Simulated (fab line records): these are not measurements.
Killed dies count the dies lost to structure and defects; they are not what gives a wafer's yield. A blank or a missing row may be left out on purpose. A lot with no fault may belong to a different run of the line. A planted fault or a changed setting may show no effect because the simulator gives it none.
fab line records	flow n5Finfet
[record] lots = 7	wafers = 21
route steps=1938 shown BEOL_M10@1500 BEOL_M11@1540 BEOL_M12@1602 BEOL_M13@1673 BEOL_M14@1743
startH: start of the lot's first displayed wafer, in hours after the record's first day	waitH: hours from the lot's prior step to this one	" same as the row above	L1.1+2: one row covering several wafers at once	- either no value or no given start	* or withheld: withheld	< > ~ a bound
route shown NAME@n: NAME is a module with steps in the file, n the number in the route of the first one	usual: mean/standard deviation of fault-free wafers	same: alike in all rows	chamber/n: place in a boat	sites: per-site readings	_std_site: the values' standard deviation	_edge_site: mean of outer sites minus mean of inner sites	radiusMm: how far each site lies from the wafer's centre	mask NAME#n: copy n	behind: tool/chamber where the wafer was last shaped	hold: why the lot went on hold/how many hours it stayed there/how the hold came to an end	device: which transistor (n, p or np) failed to switch	end of line: tests run on the same wafers once the route is complete	step lacking rows: just its recipe	killed: count of dies lost to structure and defects at first sort (not the wafer's yield)	map: a wafer's dies, marking killed ones x, the rest . and places with no die _
set.NAME: the setting that was run; set.NAME@STEP: the one run at that earlier step	model.NAME: the simulator's own value behind a step, which no gauge read
one table per step and one row per wafer, for lots whose settings were changed on purpose
[[steps]]
[step N5_BEOL_M10_PEB_26]
[recipe] pebTempC = withheld	pebTimeS = 60	resist = CAR-ArF
lot.wafer	tool	chamber	startH	waitH	set.pebTimeS
L074.3+5+6	lithoTrack-03	0	217.03	0.0	60
L076.1+4	lithoTrack-02	0	236.06	0.1	73.43
L076.6	"	0	"	"	60
L079.1+2+6	lithoTrack-02	0	246.84	0.1	60
L082.4	lithoTrack-05	0	277.98	0.0	60
L082.5+6	"	0	"	"	46.63
L085.4+5+6	lithoTrack-03	0	302.24	0.0	60
L087.1+2+4	lithoTrack-02	0	305.24	0.1	60
L090.2+6	lithoTrack-03	0	323.41	0.1	60
L090.5	"	0	"	"	71.75
[step N5_BEOL_M10_DEVELOP_27]
[recipe] developTimeS = 30	developer = TMAH	resist = CAR-ArF	rinseLiquid = diw	dry = airSpin	devTempC = 23
[step N5_BEOL_M10_CD_MEAS_28]
[recipe] targetCdNm = 70	landingEnergyEv = 500	detector = seInlens	polarity = opening
[usual] cdNm = 70.0/0.95
lot.wafer	tool	chamber	startH	waitH	set.pebTimeS@BEOL_M10_PEB_26	cdNm
L074.3	cdSem-03	0	217.10	-	60	70.2
L074.5	"	0	"	"	60	70.1
L074.6	"	0	"	"	60	70.1
L076.1	cdSem-01	0	236.13	-	73.43	78.0
L076.4	"	0	"	"	73.43	79.1
L076.6	"	0	"	"	60	68.9
L079.1	cdSem-02	0	246.90	-	60	70.9
L079.2	"	0	"	"	60	69.9
L079.6	"	0	"	"	60	71.2
L082.4	cdSem-03	0	278.05	-	60	71.7
L082.5	"	0	"	"	46.63	59.2
L082.6	"	0	"	"	46.63	59.8
L085.4	cdSem-01	0	302.31	-	60	69.3
L085.5	"	0	"	"	60	69.4
L085.6	"	0	"	"	60	70.3
L087.1	cdSem-02	0	305.31	-	60	70.1
L087.2	"	0	"	"	60	70.0
L087.4	"	0	"	"	60	69.5
L090.2	cdSem-02	0	323.48	-	60	70.4
L090.5	"	0	"	"	71.75	77.5
L090.6	"	0	"	"	60	69.2
[step N5_BEOL_M11_HM_DEP_02]
[recipe] material = TiN	targetThkA = 200	tempC = 25	chamberPressurePa = 0.49996
lot.wafer	tool	chamber	startH	waitH	set.targetThkA	model.TiN_of_BEOL_M11_HM_DEP_02.thkNm
L074.3+6	pvdSputter-01	-	220.98	0.1	177.2	17.8
L074.5	"	-	"	"	177.2	18
L076.1	pvdSputter-02	-	240.63	0.0	200	20
L076.4	"	-	"	"	216.7	21.6
L076.6	"	-	"	"	200	19.8
L079.1	pvdSputter-02	-	253.23	0.5	200	20.2
L079.2	"	-	"	"	200	20.4
L079.6	"	-	"	"	200	20
L082.4+5	pvdSputter-02	-	282.37	0.4	200	20.2
L082.6	"	-	"	"	214.2	21.8
L085.4+6	pvdSputter-01	-	309.48	1.3	200	20
L085.5	"	-	"	"	200	20.2
L087.1	pvdSputter-01	-	310.24	0.6	200	20
L087.2+4	"	-	"	"	200	20.2
L090.2	pvdSputter-02	-	328.62	1.4	192.9	19.2
L090.5+6	"	-	"	"	200	19.6
[step N5_BEOL_M11_COAT_59]
[recipe] resist = SOC	tempC = 250	timeS = 60	spinRpm = 1500	resistThkNm = 100
[step N5_BEOL_M11_COAT_60]
[recipe] resist = SiARC	tempC = 220	timeS = 60	spinRpm = 1500	resistThkNm = 30
[step N5_BEOL_M11_STRIP_68]
[recipe] chemistry = N2/H2	tempC = 40	n2FlowSccm = 200	h2FlowSccm = 200	rfFrequencyHz = 6e+07
[step N5_BEOL_M11_STRIP_67]
[recipe] chemistry = CF4	resist = SiARC	powerW = 300	biasPowerW = 75	pressureMtorr = 50	cf4FlowSccm = 150	rfFrequencyHz = 6e+07
[step N5_BEOL_M11_HM_OPEN_17]
[recipe] chemistry = Cl2/BCl3	targetDepthA = 200	overetchA = 60	target = TiN	maskMaterial = SOC	ionEnergyEv = 150	pressureMtorr = 10	icpW = 1000	biasW = 126	Cl2_flow_sccm = 53.25	bcl3FlowSccm = 21.75	Ar_flow_sccm = 25
lot.wafer	tool	chamber	startH	waitH	set.targetThkA@BEOL_M11_HM_DEP_02	model.etch.depthNm
L074.3	rieMetal-01	0	223.25	0.1	177.2	17.75
L074.5	"	1	"	"	177.2	17.99
L074.6	"	0	"	"	177.2	17.82
L076.1	rieMetal-02	1	241.69	0.0	200	20
L076.4	"	0	"	"	216.7	21.61
L076.6	"	1	"	"	200	19.86
L079.1	rieMetal-03	1	253.96	0.0	200	20.14
L079.2	"	0	"	"	200	20.35
L079.6	"	0	"	"	200	20.01
L082.4	rieMetal-02	1	283.26	0.1	200	20.28
L082.5	"	0	"	"	200	20.2
L082.6	"	1	"	"	214.2	21.87
L085.4	rieMetal-01	0	310.43	0.1	200	19.99
L085.5	"	0	"	"	200	20.29
L085.6	"	0	"	"	200	19.94
L087.1	rieMetal-02	0	311.27	0.0	200	20.1
L087.2	"	1	"	"	200	20.28
L087.4	"	1	"	"	200	20.13
L090.2	rieMetal-02	0	329.39	0.0	192.9	19.14
L090.5	"	0	"	"	200	19.66
L090.6	"	1	"	"	200	19.58
[step N5_BEOL_M12_ILD_DEP_00]
[recipe] material = SiOC	targetThkA = 6589.2	tempC = 350	precursor = DEMS/O2	pressureTorr = 5	rfW = 500	timeS = 130.7
lot.wafer	tool	chamber	startH	waitH	set.timeS	model.SiOC_of_BEOL_M12_ILD_DEP_00.thkNm
L074.3	pecvd-01	1	228.10	0.0	130.7	651.2
L074.5	"	2	"	"	146.2	742.8
L074.6	"	0	"	"	146.2	742.2
L076.1	pecvd-04	0	246.20	0.0	130.7	645.4
L076.4	"	0	"	"	141.9	712.2
L076.6	"	1	"	"	130.7	658.4
L079.1	pecvd-04	1	257.97	0.0	130.7	645.8
L079.2	"	2	"	"	130.7	640.2
L079.6	"	2	"	"	130.7	653
L082.4	pecvd-02	2	288.56	0.1	112.7	574.2
L082.5	"	1	"	"	130.7	681.4
L082.6	"	0	"	"	112.7	578.4
L085.4	pecvd-04	0	315.70	0.1	137.9	695.4
L085.5	"	1	"	"	130.7	661.4
L085.6	"	2	"	"	130.7	651.8
L087.1	pecvd-04	0	317.05	0.0	130.7	659
L087.2	"	1	"	"	130.7	653.2
L087.4	"	1	"	"	130.7	667.8
L090.2	pecvd-01	0	333.64	0.0	130.7	666.8
L090.5	"	1	"	"	130.7	671.4
L090.6	"	2	"	"	130.7	674.2
[step N5_BEOL_M12_THK_MEAS_01]
[recipe] reads = SiOC_of_BEOL_M12_ILD_DEP_00
[usual] M12_ILD_THK = 658/7.8
lot.wafer	tool	chamber	startH	waitH	set.timeS@BEOL_M12_ILD_DEP_00	M12_ILD_THK[nm]
L074.3	filmMetro-02	-	228.23	0.1	130.7	651
L074.5	"	-	"	"	146.2	743
L074.6	"	-	"	"	146.2	742
L076.1	filmMetro-02	-	246.33	0.1	130.7	644
L076.4	"	-	"	"	141.9	713
L076.6	"	-	"	"	130.7	658
L079.1	filmMetro-01	-	258.10	0.1	130.7	646
L079.2	"	-	"	"	130.7	641
L079.6	"	-	"	"	130.7	653
L082.4	filmMetro-02	-	288.65	0.0	112.7	574
L082.5	"	-	"	"	130.7	682
L082.6	"	-	"	"	112.7	578
L085.4	filmMetro-02	-	315.78	0.0	137.9	695
L085.5	"	-	"	"	130.7	662
L085.6	"	-	"	"	130.7	652
L087.1	filmMetro-01	-	317.18	0.1	130.7	659
L087.2	"	-	"	"	130.7	654
L087.4	"	-	"	"	130.7	668
L090.2	filmMetro-02	-	333.78	0.1	130.7	667
L090.5	"	-	"	"	130.7	672
L090.6	"	-	"	"	130.7	674
[step N5_BEOL_M12_PEB_08]
[recipe] pebTempC = 130	pebTimeS = 90
lot.wafer	tool	chamber	startH	waitH	set.pebTimeS
L074.3+5+6	lithoTrack-04	0	228.42	0.0	90
L076.1+4	lithoTrack-04	0	246.52	0.1	90
L076.6	"	0	"	"	95.08
L079.1+2+6	lithoTrack-04	0	258.42	0.1	90
L082.4+6	lithoTrack-03	0	288.96	0.0	104.7
L082.5	"	0	"	"	90
L085.4+5+6	lithoTrack-04	0	316.10	0.0	90
L087.1+2+4	lithoTrack-04	0	317.37	0.1	90
L090.2+6	lithoTrack-04	0	333.96	0.0	95.55
L090.5	"	0	"	"	90
[step N5_BEOL_M12_DEVELOP_09]
[recipe] developTimeS = 45	rinseLiquid = diw	dry = airSpin	devTempC = 21
[step N5_BEOL_M12_HARDBAKE_14]
[recipe] tempC = 130	timeS = 120
[step N5_BEOL_M12_CD_MEAS_10]
[recipe] targetCdNm = 140	landingEnergyEv = 500	detector = seInlens	polarity = opening
[usual] cdNm = 140.1/1.4
lot.wafer	tool	chamber	startH	waitH	set.pebTimeS@BEOL_M12_PEB_08	cdNm
L074.3	cdSem-02	0	228.54	-	90	139.9
L074.5	"	0	"	"	90	140.7
L074.6	"	0	"	"	90	139.8
L076.1	cdSem-02	0	246.63	-	90	140.2
L076.4	"	0	"	"	90	140.7
L076.6	"	0	"	"	95.08	142.3
L079.1	cdSem-03	0	258.53	-	90	140.3
L079.2	"	0	"	"	90	141.2
L079.6	"	0	"	"	90	139.7
L082.4	cdSem-02	0	289.08	-	104.7	142.8
L082.5	"	0	"	"	90	135.7
L082.6	"	0	"	"	104.7	142.9
L085.4	cdSem-03	0	316.22	-	90	140.3
L085.5	"	0	"	"	90	140.2
L085.6	"	0	"	"	90	138.8
L087.1	cdSem-02	0	317.49	-	90	140.5
L087.2	"	0	"	"	90	140.6
L087.4	"	0	"	"	90	139.0
L090.2	cdSem-03	0	334.08	-	95.55	143.7
L090.5	"	0	"	"	90	143.2
L090.6	"	0	"	"	95.55	143.3
[step N5_BEOL_M12_DESCUM_15]
[recipe] chemistry = O2	timeS = 7.9	sourcePowerW = 50	biasPowerW = 20	pressureMtorr = 20	rfFrequencyHz = 2.712e+07	tempC = 40	o2FlowSccm = 225
[step N5_BEOL_M12_ETCH_59]
[recipe] chemistry = N2/H2	target = BARC	targetDepthA = 890	overetchA = 267	timeS = 67.9	ionEnergyEv = 200	pressureMtorr = 30	sourceW = 840	biasW = 150	n2FlowSccm = 200	h2FlowSccm = 200
[step N5_BEOL_M12_VIA_ETCH_16]
[recipe] chemistry = C4F8/O2/Ar	target = SiOC	pressureMtorr = 30	sourceW = 3000	biasW = 700	Ar_flow_sccm = 400	C4F8_flow_sccm = 15	O2_flow_sccm = 8	heInnerTorr = 15	heOuterTorr = 30	targetDepthA = 7248	timeS = withheld	ionEnergyEv = 250	ends = cleared
lot.wafer	tool	chamber	startH	waitH	set.timeS@BEOL_M12_ILD_DEP_00	model.etch.depthNm	model.coat_of_BEOL_M12_COAT_04.thkNm
L074.3	rieDiel-02	0	228.71	0.0	*	651.1	124.4
L074.5	"	0	"	"	*	742.8	97.8
L074.6	"	1	"	"	*	742.2	99
L076.1	rieDiel-02	1	246.81	0.0	*	645.3	127.8
L076.4	"	2	"	"	*	712.1	110.4
L076.6	"	1	"	"	*	658.4	124.6
L079.1	rieDiel-06	2	258.71	0.0	*	645.9	127.2
L079.2	"	1	"	"	*	640.2	125.4
L079.6	"	2	"	"	*	653	126.4
L082.4	rieDiel-06	1	289.25	0.0	*	574.3	147.8
L082.5	"	2	"	"	*	681.3	116
L082.6	"	1	"	"	*	578.3	145.6
L085.4	rieDiel-05	2	316.39	0.0	*	695.4	114.8
L085.5	"	3	"	"	*	661.5	124.6
L085.6	"	0	"	"	*	651.8	125.2
L087.1	rieDiel-05	0	317.86	0.0	*	658.9	121
L087.2	"	3	"	"	*	653.3	127.4
L087.4	"	2	"	"	*	667.7	121.2
L090.2	rieDiel-02	3	334.25	0.0	*	666.8	123.6
L090.5	"	0	"	"	*	671.4	120.8
L090.6	"	1	"	"	*	674.2	119.4
[step N5_BEOL_M12_STRIP_63]
[recipe] chemistry = N2/H2	powerW = 1000	tempC = 250	h2Frac = 0.65	overashFraction = 0.3	pressureMtorr = 1000	n2FlowSccm = 1750	h2FlowSccm = 3250
[usual] stripTimeToEndpointS = 42.7/0.71
lot.wafer	tool	chamber	startH	waitH	set.timeS@BEOL_M12_ILD_DEP_00	stripTimeToEndpointS
L074.3	plasmaAsher-01	1	228.93	-	130.7	42.9
L074.5	"	0	"	"	146.2	35.6
L074.6	"	1	"	"	146.2	35.9
L076.1	plasmaAsher-01	0	247.01	-	130.7	43.8
L076.4	"	1	"	"	141.9	39.1
L076.6	"	0	"	"	130.7	42.9
L079.1	plasmaAsher-01	0	258.97	-	130.7	43.6
L079.2	"	1	"	"	130.7	43.1
L079.6	"	0	"	"	130.7	43.4
L082.4	plasmaAsher-01	1	289.49	-	112.7	49.1
L082.5	"	1	"	"	130.7	40.6
L082.6	"	0	"	"	112.7	48.5
L085.4	plasmaAsher-02	1	316.61	-	137.9	40.2
L085.5	"	0	"	"	130.7	42.9
L085.6	"	1	"	"	130.7	43.1
L087.1	plasmaAsher-02	1	318.06	-	130.7	42.0
L087.2	"	0	"	"	130.7	43.7
L087.4	"	1	"	"	130.7	42.0
L090.2	plasmaAsher-02	0	334.46	-	130.7	42.7
L090.5	"	1	"	"	130.7	41.9
L090.6	"	0	"	"	130.7	41.5
[step N5_BEOL_M13_ETCH_59]
[recipe] chemistry = N2/H2	target = BARC	targetDepthA = 890	overetchA = 267	timeS = 67.9	ionEnergyEv = 200	pressureMtorr = 30	sourceW = 840	biasW = 150	n2FlowSccm = 200	h2FlowSccm = 200
lot.wafer	tool	chamber	startH	waitH	set.timeS	model.coat_of_BEOL_M13_COAT_04.thkNm
L074.3+6	rieDiel-04	2,0	232.88	0.0	76.52	309
L074.5	"	3	"	"	67.9	315.2
L076.1	rieDiel-03	3	255.29	0.0	58.14	328
L076.4	"	0	"	"	67.9	317.6
L076.6	"	1	"	"	58.14	329
L079.1	rieDiel-01	2	263.92	0.0	67.9	316
L079.2	"	1	"	"	67.9	317.2
L079.6	"	1	"	"	67.9	317.4
L082.4	rieDiel-04	1	295.09	0.0	67.9	314.8
L082.5	"	0	"	"	72.96	313
L082.6	"	3	"	"	72.96	312.8
L085.4	rieDiel-03	1	323.81	0.0	67.9	318.4
L085.5	"	0	"	"	67.9	317.4
L085.6	"	1	"	"	67.9	318
L087.1	rieDiel-04	1	326.60	0.0	67.9	315.2
L087.2	"	2	"	"	67.9	314.8
L087.4	"	0	"	"	67.9	317.2
L090.2	rieDiel-01	3	340.67	0.0	76.55	311.8
L090.5+6	"	0,3	"	"	67.9	318.2
[step N5_BEOL_M14_PEB_26]
[recipe] pebTempC = 130	pebTimeS = 90
lot.wafer	tool	chamber	startH	waitH	set.pebTempC
L074.3+5+6	lithoTrack-04	0	239.87	0.0	130
L076.1+4+6	lithoTrack-01	0	269.11	0.1	130
L079.1+2+6	lithoTrack-03	0	271.16	0.1	130
L082.4+6	lithoTrack-04	0	302.99	0.0	131.3
L082.5	"	0	"	"	130
L085.4	lithoTrack-04	0	328.68	0.0	132.2
L085.5+6	"	0	"	"	130
L087.1+2+4	lithoTrack-03	0	333.95	0.1	130
L090.2+5+6	lithoTrack-01	0	347.54	0.0	130
[step N5_BEOL_M14_DEVELOP_27]
[recipe] developTimeS = 45	rinseLiquid = diw	dry = airSpin	devTempC = 21
[step N5_BEOL_M14_HARDBAKE_32]
[recipe] tempC = 130	timeS = 120
[step N5_BEOL_M14_CD_MEAS_28]
[recipe] targetCdNm = 284.4	landingEnergyEv = 500	detector = seInlens
[usual] cdNm = 284.5/1.5
lot.wafer	tool	chamber	startH	waitH	set.pebTempC@BEOL_M14_PEB_26	cdNm
L074.3	cdSem-01	0	239.99	-	130	283.5
L074.5	"	0	"	"	130	285.7
L074.6	"	0	"	"	130	284.0
L076.1	cdSem-02	0	269.23	-	130	286.4
L076.4	"	0	"	"	130	286.8
L076.6	"	0	"	"	130	283.9
L079.1	cdSem-01	0	271.27	-	130	284.4
L079.2	"	0	"	"	130	283.2
L079.6	"	0	"	"	130	284.2
L082.4	cdSem-02	0	303.11	-	131.3	291.7
L082.5	"	0	"	"	130	283.1
L082.6	"	0	"	"	131.3	290.7
L085.4	cdSem-01	0	328.80	-	132.2	293.4
L085.5	"	0	"	"	130	283.1
L085.6	"	0	"	"	130	283.5
L087.1	cdSem-03	0	334.07	-	130	285.6
L087.2	"	0	"	"	130	285.0
L087.4	"	0	"	"	130	283.4
L090.2	cdSem-02	0	347.66	-	130	286.8
L090.5	"	0	"	"	130	289.4
L090.6	"	0	"	"	130	285.7
[step N5_BEOL_M14_DESCUM_33]
[recipe] chemistry = O2	timeS = 7.9	sourcePowerW = 50	biasPowerW = 20	pressureMtorr = 20	rfFrequencyHz = 2.712e+07	tempC = 40	o2FlowSccm = 225
lot.wafer	tool	chamber	startH	waitH	set.pebTempC@BEOL_M14_PEB_26	model.BEOL_M14.cdNm
L074.3	rieDiel-05	3	240.12	0.1	130	283.6
L074.5	"	3	"	"	130	286
L074.6	"	0	"	"	130	284.2
L076.1	rieDiel-05	0	269.34	0.1	130	286.4
L076.4	"	0	"	"	130	287.2
L076.6	"	3	"	"	130	284.2
L079.1	rieDiel-06	0	271.38	0.1	130	284.4
L079.2	"	3	"	"	130	283.2
L079.6	"	0	"	"	130	283.8
L082.4	rieDiel-02	2	303.26	0.1	131.3	291.8
L082.5	"	0	"	"	130	283.2
L082.6	"	3	"	"	131.3	290.8
L085.4	rieDiel-05	0	328.90	0.0	132.2	293.2
L085.5	"	2	"	"	130	282.8
L085.6	"	1	"	"	130	283.8
L087.1	rieDiel-05	1	334.16	0.0	130	285.6
L087.2	"	2	"	"	130	285
L087.4	"	2	"	"	130	283.4
L090.2	rieDiel-05	0	347.78	0.1	130	286.8
L090.5	"	3	"	"	130	289.4
L090.6	"	2	"	"	130	285.8
[step N5_BEOL_M14_ETCH_67]
[recipe] chemistry = CF4	target = SiARC	targetDepthA = 1430	timeS = 238.3	ionEnergyEv = 80	pressureMtorr = 40	sourceW = 545	biasW = 36	Ar_flow_sccm = 100	cf4FlowSccm = 100	ends = cleared
[step N5_BEOL_M14_ETCH_68]
[recipe] chemistry = N2/H2	target = SOC	maskMaterial = SiARC	sourceW = 3000	biasW = 350	tempC = 40	timeS = 450	ionEnergyEv = 200	pressureMtorr = 30	n2FlowSccm = 200	h2FlowSccm = 200
lot.wafer	tool	chamber	startH	waitH	set.pebTempC@BEOL_M14_PEB_26	model.BEOL_M14.cdNm
L074.3	rieDiel-05	3	240.30	0.1	130	279.6
L074.5+6	"	3,0	"	"	130	280.8
L076.1	rieDiel-05	0	269.52	0.1	130	283.6
L076.4	"	0	"	"	130	282.2
L076.6	"	3	"	"	130	279.6
L079.1+6	rieDiel-06	0	271.56	0.1	130	279.6
L079.2	"	3	"	"	130	277.6
L082.4	rieDiel-02	2	303.44	0.1	131.3	288.8
L082.5	"	0	"	"	130	278.8
L082.6	"	3	"	"	131.3	287.2
L085.4	rieDiel-05	0	329.20	0.1	132.2	289.4
L085.5	"	2	"	"	130	278.6
L085.6	"	1	"	"	130	278.2
L087.1	rieDiel-05	1	334.34	0.1	130	280.8
L087.2	"	2	"	"	130	280.4
L087.4	"	2	"	"	130	278
L090.2	rieDiel-05	0	347.96	0.1	130	285.6
L090.5	"	3	"	"	130	285
L090.6	"	2	"	"	130	283
[[key]]
[split] step = N5_BEOL_M10_PEB_26	setting = pebTimeS	stated = 60	by = wafer
[response] step = N5_BEOL_M10_CD_MEAS_28	reading = cdNm	change = +0.463	per = 1%	r = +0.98
[split] step = N5_BEOL_M11_HM_DEP_02	setting = targetThkA	stated = 200	by = wafer
[response] step = N5_BEOL_M11_HM_DEP_02	reading = model.TiN_of_BEOL_M11_HM_DEP_02.thkNm	change = +0.203	per = 1%	r = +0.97
[response] step = N5_BEOL_M11_HM_OPEN_17	reading = model.etch.depthNm	change = +0.205	per = 1%	r = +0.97
[split] step = N5_BEOL_M12_ILD_DEP_00	setting = timeS	stated = 130.7	by = wafer
[response] step = N5_BEOL_M12_ILD_DEP_00	reading = model.SiOC_of_BEOL_M12_ILD_DEP_00.thkNm	change = +7.51	per = 1%	r = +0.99
[response] step = N5_BEOL_M12_THK_MEAS_01	reading = M12_ILD_THK	change = +7.56	per = 1%	r = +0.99
[response] step = N5_BEOL_M12_VIA_ETCH_16	reading = model.etch.depthNm	change = +7.51	per = 1%	r = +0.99
[response] step = N5_BEOL_M12_VIA_ETCH_16	reading = model.coat_of_BEOL_M12_COAT_04.thkNm	change = -2.12	per = 1%	r = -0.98
[response] step = N5_BEOL_M12_STRIP_63	reading = stripTimeToEndpointS	change = *	per = 1%	r = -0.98
[split] step = N5_BEOL_M12_PEB_08	setting = pebTimeS	stated = 90	by = wafer
[response] step = N5_BEOL_M12_CD_MEAS_10	reading = cdNm	change = +0.382	per = 1%	r = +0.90
[split] step = N5_BEOL_M13_ETCH_59	setting = timeS	stated = 67.9	by = wafer
[response] step = N5_BEOL_M13_ETCH_59	reading = model.coat_of_BEOL_M13_COAT_04.thkNm	change = -0.565	per = 1%	r = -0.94
[split] step = N5_BEOL_M14_PEB_26	setting = pebTempC	stated = 130	by = wafer
[response] step = N5_BEOL_M14_CD_MEAS_28	reading = cdNm	change = +6.49	per = 1%	r = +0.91
[response] step = N5_BEOL_M14_DESCUM_33	reading = model.BEOL_M14.cdNm	change = +6.43	per = 1%	r = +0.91
[response] step = N5_BEOL_M14_ETCH_68	reading = model.BEOL_M14.cdNm	change = +7.2	per = 1%	r = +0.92
